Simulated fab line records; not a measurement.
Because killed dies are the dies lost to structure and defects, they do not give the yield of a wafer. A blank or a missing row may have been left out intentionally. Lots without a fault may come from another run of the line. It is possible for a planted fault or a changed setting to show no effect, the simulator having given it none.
What tool caused it? / flow n5-finfet / 29 wafers from 10 lots sampled at 6 of the route's 1938 steps

## WHAT THE GAUGES SHOWED, per wafer
N5_ILD0_THK_MEAS_13.
lot=L841; measured=day 4 03:44; on=film-metro-01; thk-nm (nm)=17.1 19.7 18.7
lot=L844; measured=day 4 16:44; on=film-metro-01; thk-nm (nm)=16.0 17.2 14.1
lot=L850; measured=day 6 08:55; on=film-metro-02; thk-nm (nm)=16.1 16.6
lot=L853; measured=day 7 02:58; on=film-metro-01; thk-nm (nm)=17.2 20.2 14.1
lot=L854; measured=day 7 06:13; on=film-metro-02; thk-nm (nm)=24.1 23.8 24.0
lot=L855; measured=day 7 14:28; on=film-metro-02; thk-nm (nm)=24.1 24.2 24.0
lot=L856; measured=day 7 16:20; on=film-metro-01; thk-nm (nm)=24.2 23.8 23.8
lot=L857; measured=day 7 23:16; on=film-metro-02; thk-nm (nm)=18.3 14.7 15.8
lot=L862; measured=day 9 06:50; on=film-metro-01; thk-nm (nm)=17.7 16.5 14.2
lot=L863; measured=day 9 11:16; on=film-metro-02; thk-nm (nm)=17.5 19.9 17.0

N5_SDB_INSPECT_13: inspects for defects (brightfield).
lot=L841; measured=day 4 04:11; on=defect-inspect-02; raw-defect-count=31 32 59
lot=L844; measured=day 4 17:18; on=defect-inspect-02; raw-defect-count=178 160 99
lot=L850; measured=day 6 09:29; on=defect-inspect-02; raw-defect-count=78 76
lot=L853; measured=day 7 03:32; on=defect-inspect-02; raw-defect-count=30 48 50
lot=L857; measured=day 7 23:43; on=defect-inspect-01; raw-defect-count=142 104 87
lot=L862; measured=day 9 07:16; on=defect-inspect-02; raw-defect-count=67 51 76
lot=L863; measured=day 9 11:50; on=defect-inspect-02; raw-defect-count=59 76 88

N5_BEOL_M4_RC_MEAS_101.
lot=L841; measured=day 7 22:47; on=prober-01; DIBL_N (mV/V)=35.4 32.2 35.9; DIBL_P (mV/V)=36.4 32.9 37.2; IOFF_N (nA/um)=0.15 0.11 0.16; IOFF_P (nA/um)=0.18 0.16 0.20; ION_N (uA/um)=667 653 682; ION_P (uA/um)=451 451 467; SS_N (mV/dec)=71.5 70.5 71.4; SS_P (mV/dec)=73.3 72.3 73.0; VT_N (mV)=253 252 250; VT_P (mV)=-254 -254 -254
lot=L844; measured=day 8 17:10; on=prober-02; DIBL_N (mV/V)=37.0 35.6 33.9; DIBL_P (mV/V)=37.4 35.8 33.4; IOFF_N (nA/um)=0.17 0.15 0.11; IOFF_P (nA/um)=0.22 0.20 0.16; ION_N (uA/um)=679 682 653; ION_P (uA/um)=462 463 451; SS_N (mV/dec)=72.2 72.4 71.4; SS_P (mV/dec)=73.4 72.9 72.3; VT_N (mV)=250 249 256; VT_P (mV)=-252 -251 -253
lot=L850; measured=day 10 09:12; on=prober-02; DIBL_N (mV/V)=36.7 30.7; DIBL_P (mV/V)=38.3 32.0; IOFF_N (nA/um)=0.19 0.10; IOFF_P (nA/um)=0.26 0.18; ION_N (uA/um)=684 639; ION_P (uA/um)=480 456; SS_N (mV/dec)=71.8 70.1; SS_P (mV/dec)=73.1 71.6; VT_N (mV)=246 255; VT_P (mV)=-247 -248
lot=L853; measured=day 11 07:16; on=prober-02; DIBL_N (mV/V)=39.5 32.7 34.8; DIBL_P (mV/V)=42.5 34.3 35.9; IOFF_N (nA/um)=0.25 0.12 0.14; IOFF_P (nA/um)=0.28 0.16 0.18; ION_N (uA/um)=685 655 656; ION_P (uA/um)=468 451 448; SS_N (mV/dec)=71.5 70.2 70.5; SS_P (mV/dec)=74.9 72.8 73.0; VT_N (mV)=242 251 251; VT_P (mV)=-246 -254 -255
lot=L857; measured=day 12 05:04; on=prober-02; DIBL_N (mV/V)=35.8 39.0 38.1; DIBL_P (mV/V)=35.2 39.9 39.4; IOFF_N (nA/um)=0.14 0.22 0.18; IOFF_P (nA/um)=0.19 0.28 0.26; ION_N (uA/um)=685 693 692; ION_P (uA/um)=470 469 475; SS_N (mV/dec)=70.5 71.2 71.8; SS_P (mV/dec)=73.0 74.4 74.3; VT_N (mV)=248 244 247; VT_P (mV)=-250 -247 -248
lot=L862; measured=day 13 12:14; on=prober-02; DIBL_N (mV/V)=35.0 34.7 32.9; DIBL_P (mV/V)=35.1 34.8 32.7; IOFF_N (nA/um)=0.13 0.15 0.10; IOFF_P (nA/um)=0.19 0.19 0.16; ION_N (uA/um)=655 681 656; ION_P (uA/um)=452 468 455; SS_N (mV/dec)=71.1 71.2 71.0; SS_P (mV/dec)=72.8 73.5 72.0; VT_N (mV)=255 251 259; VT_P (mV)=-252 -250 -254
lot=L863; measured=day 13 12:32; on=prober-01; DIBL_N (mV/V)=35.2 39.7 33.6; DIBL_P (mV/V)=33.5 39.0 33.2; IOFF_N (nA/um)=0.12 0.20 0.11; IOFF_P (nA/um)=0.16 0.25 0.16; ION_N (uA/um)=668 673 664; ION_P (uA/um)=458 457 462; SS_N (mV/dec)=71.1 73.0 70.8; SS_P (mV/dec)=73.0 74.5 72.2; VT_N (mV)=254 249 253; VT_P (mV)=-252 -250 -254

## WHAT TOOL EACH LOT RAN ON (gives the tool, then ch and the chambers of the sampled wafers, and finally the start)
lot=L841; N5_ILD0_ALD_15=ald-sin-01 ch 0,2,3, day 4 01:14; N5_ILD0_CMP_12=cmp-04 ch 0,1,2, day 4 03:27; N5_SDB_DESCUM_16=rie-diel-03 ch 0,2,3, day 4 04:13
lot=L844; N5_ILD0_ALD_15=ald-sin-04 ch 0,3, day 4 14:14; N5_ILD0_CMP_12=cmp-03 ch 2,3, day 4 16:29; N5_SDB_DESCUM_16=rie-diel-06 ch 1,2,3, day 4 17:29
lot=L850; N5_ILD0_ALD_15=ald-sin-02 ch 0,1, day 6 06:25; N5_ILD0_CMP_12=cmp-04 ch 3, day 6 08:37; N5_SDB_DESCUM_16=rie-diel-03 ch 1,3, day 6 09:31
lot=L853; N5_ILD0_ALD_15=ald-sin-02 ch 0,1,2, day 7 00:28; N5_ILD0_CMP_12=cmp-02 ch 0,1,3, day 7 02:41; N5_SDB_DESCUM_16=rie-diel-03 ch 1,2,3, day 7 03:34
lot=L854; N5_ILD0_ALD_15=ald-sin-02 ch 1,2,3, day 7 03:43; N5_ILD0_CMP_12=cmp-02 ch 2,3, day 7 05:58; N5_SDB_DESCUM_16=-
lot=L855; N5_ILD0_ALD_15=ald-sin-01 ch 0,1,3, day 7 11:58; N5_ILD0_CMP_12=cmp-02 ch 1,2, day 7 14:10; N5_SDB_DESCUM_16=-
lot=L856; N5_ILD0_ALD_15=ald-sin-02 ch 0,1, day 7 13:50; N5_ILD0_CMP_12=cmp-03 ch 0,2, day 7 16:04; N5_SDB_DESCUM_16=-
lot=L857; N5_ILD0_ALD_15=ald-sin-02 ch 0,2,3, day 7 20:47; N5_ILD0_CMP_12=cmp-03 ch 0,2,3, day 7 22:59; N5_SDB_DESCUM_16=rie-diel-03 ch 0,1,2, day 7 23:45
lot=L862; N5_ILD0_ALD_15=ald-sin-04 ch 0,1,3, day 9 04:20; N5_ILD0_CMP_12=cmp-03 ch 1,2,3, day 9 06:37; N5_SDB_DESCUM_16=rie-diel-02 ch 0,2,3, day 9 07:19
lot=L863; N5_ILD0_ALD_15=ald-sin-02 ch 0,3, day 9 08:46; N5_ILD0_CMP_12=cmp-04 ch 0,1,2, day 9 11:02; N5_SDB_DESCUM_16=rie-diel-03 ch 2,3, day 9 12:11
- N5_ILD0_ALD_15: deposits SiNx, target thk 24 nm, pulse time 1 s, ald cycles 480.
- N5_ILD0_CMP_12: polishes SiNx, stops on poly-Si, t overpolish 6 s, target thk 17.67 nm.
- N5_SDB_DESCUM_16: chemistry O2, time 7.9 s.

## WHAT THE TOOLS THEMSELVES READ (means of the sampled wafers that have a number; where no wafer has one, the mark that the record gives instead)
N5_ILD0_ALD_15.
lot=L841; tool=ald-sin-01; heater-power-w (W)=752; precursor-pulse-height-rel=1.001
lot=L844; tool=ald-sin-04; heater-power-w (W)=791; precursor-pulse-height-rel=1.019
lot=L850; tool=ald-sin-02; heater-power-w (W)=802; precursor-pulse-height-rel=0.998
lot=L853; tool=ald-sin-02; heater-power-w (W)=823; precursor-pulse-height-rel=0.989
lot=L854; tool=ald-sin-02; heater-power-w (W)=921; precursor-pulse-height-rel=1.007
lot=L855; tool=ald-sin-01; heater-power-w (W)=753; precursor-pulse-height-rel=1.008
lot=L856; tool=ald-sin-02; heater-power-w (W)=776; precursor-pulse-height-rel=0.996
lot=L857; tool=ald-sin-02; heater-power-w (W)=966; precursor-pulse-height-rel=1.014
lot=L862; tool=ald-sin-04; heater-power-w (W)=809; precursor-pulse-height-rel=0.997
lot=L863; tool=ald-sin-02; heater-power-w (W)=1033; precursor-pulse-height-rel=0.998

N5_ILD0_CMP_12.
lot=L841; tool=cmp-04; edge-zone-pressure-frac=0.999; head-pressure-psi (psi)=2.499; motor-current-A (A)=9.2; overpolish-run-s (s)=6.001; platen-rpm (rpm)=51.75; slurry-filter-dp-kPa (kPa)=13.54; time-to-endpoint-s (s)=29
lot=L844; tool=cmp-03; edge-zone-pressure-frac=0.998; head-pressure-psi (psi)=2.505; motor-current-A (A)=10.1; overpolish-run-s (s)=6.003; platen-rpm (rpm)=51.77; slurry-filter-dp-kPa (kPa)=13.44; time-to-endpoint-s (s)=29
lot=L850; tool=cmp-04; edge-zone-pressure-frac=1.004; head-pressure-psi (psi)=2.510; motor-current-A (A)=8.8; overpolish-run-s (s)=5.990; platen-rpm (rpm)=51.83; slurry-filter-dp-kPa (kPa)=13.29; time-to-endpoint-s (s)=29
lot=L853; tool=cmp-02; edge-zone-pressure-frac=0.995; head-pressure-psi (psi)=2.504; motor-current-A (A)=8.7; overpolish-run-s (s)=5.988; platen-rpm (rpm)=51.82; slurry-filter-dp-kPa (kPa)=13.61; time-to-endpoint-s (s)=29
lot=L854; tool=cmp-02; edge-zone-pressure-frac=-; head-pressure-psi (psi)=-; motor-current-A (A)=-; overpolish-run-s (s)=-; platen-rpm (rpm)=-; slurry-filter-dp-kPa (kPa)=-; time-to-endpoint-s (s)=-
lot=L855; tool=cmp-02; edge-zone-pressure-frac=-; head-pressure-psi (psi)=-; motor-current-A (A)=-; overpolish-run-s (s)=-; platen-rpm (rpm)=-; slurry-filter-dp-kPa (kPa)=-; time-to-endpoint-s (s)=-
lot=L856; tool=cmp-03; edge-zone-pressure-frac=-; head-pressure-psi (psi)=-; motor-current-A (A)=-; overpolish-run-s (s)=-; platen-rpm (rpm)=-; slurry-filter-dp-kPa (kPa)=-; time-to-endpoint-s (s)=-
lot=L857; tool=cmp-03; edge-zone-pressure-frac=0.998; head-pressure-psi (psi)=2.500; motor-current-A (A)=9.3; overpolish-run-s (s)=6.001; platen-rpm (rpm)=51.82; slurry-filter-dp-kPa (kPa)=13.47; time-to-endpoint-s (s)=26
lot=L862; tool=cmp-03; edge-zone-pressure-frac=0.992; head-pressure-psi (psi)=2.500; motor-current-A (A)=9.1; overpolish-run-s (s)=6.006; platen-rpm (rpm)=51.81; slurry-filter-dp-kPa (kPa)=13.51; time-to-endpoint-s (s)=29
lot=L863; tool=cmp-04; edge-zone-pressure-frac=1.002; head-pressure-psi (psi)=2.502; motor-current-A (A)=9.2; overpolish-run-s (s)=5.995; platen-rpm (rpm)=51.83; slurry-filter-dp-kPa (kPa)=13.49; time-to-endpoint-s (s)=28

N5_SDB_DESCUM_16.
lot=L841; tool=rie-diel-03; drypump-motor-current-A (A)=5.57; oes-product-au (a.u.)=0.82; rf-vpp-V (V)=243.1; showerhead-plenum-p-Torr (Torr)=2.12; throttle-valve-pct (%)=20.13
lot=L844; tool=rie-diel-06; drypump-motor-current-A (A)=5.62; oes-product-au (a.u.)=0.86; rf-vpp-V (V)=242.6; showerhead-plenum-p-Torr (Torr)=2.09; throttle-valve-pct (%)=20.38
lot=L850; tool=rie-diel-03; drypump-motor-current-A (A)=5.58; oes-product-au (a.u.)=0.79; rf-vpp-V (V)=242.2; showerhead-plenum-p-Torr (Torr)=2.05; throttle-valve-pct (%)=20.27
lot=L853; tool=rie-diel-03; drypump-motor-current-A (A)=5.62; oes-product-au (a.u.)=0.83; rf-vpp-V (V)=243.6; showerhead-plenum-p-Torr (Torr)=2.07; throttle-valve-pct (%)=20.23
lot=L857; tool=rie-diel-03; drypump-motor-current-A (A)=5.35; oes-product-au (a.u.)=0.80; rf-vpp-V (V)=243.4; showerhead-plenum-p-Torr (Torr)=2.11; throttle-valve-pct (%)=20.33
lot=L862; tool=rie-diel-02; drypump-motor-current-A (A)=5.71; oes-product-au (a.u.)=0.78; rf-vpp-V (V)=242.0; showerhead-plenum-p-Torr (Torr)=2.02; throttle-valve-pct (%)=20.48
lot=L863; tool=rie-diel-03; drypump-motor-current-A (A)=5.85; oes-product-au (a.u.)=0.79; rf-vpp-V (V)=242.9; showerhead-plenum-p-Torr (Torr)=2.06; throttle-valve-pct (%)=20.13

## THE ANSWER, worked out from the rows above alone
Rule: the lots themselves supply what counts as usual. The widest of any qualifying gaps counts: lots, ordered by their means at a reading, are off when they make up no more than a third of the lots, leave a main group of 4 or more, and stand apart from it by 3 or more times the standard deviation of that group's means. The tables above print the reading to a certain number of digits; a main group whose means all agree to those digits is not used. Also off: a lot with no number at a reading for which 4 or more lots have one. Any other lot the step has rows for is counted as sound. After the gauges, taken in route order, come the tools' own readings; for these a lot's mean is taken, as printed above. At the first step where some lot is off, the reading lying furthest off is the one used; lots without a number count as furthest.
Off at N5_ILD0_THK_MEAS_13 (thk-nm): L854, L855, L856. The main group: mean 16.9 nm, standard deviation 0.98.
If a tool, at a process step before that reading, ran all the lots that are off and no sound lot after the first of them, it fits. Not tried: the gauges at N5_ILD0_THK_MEAS_13; whatever is off there is also off at N5_ILD0_CMP_12, on other tools, and gauge error can't account for it. None of those tried fits.

## WHAT THE SIMULATOR HAD PUT IN
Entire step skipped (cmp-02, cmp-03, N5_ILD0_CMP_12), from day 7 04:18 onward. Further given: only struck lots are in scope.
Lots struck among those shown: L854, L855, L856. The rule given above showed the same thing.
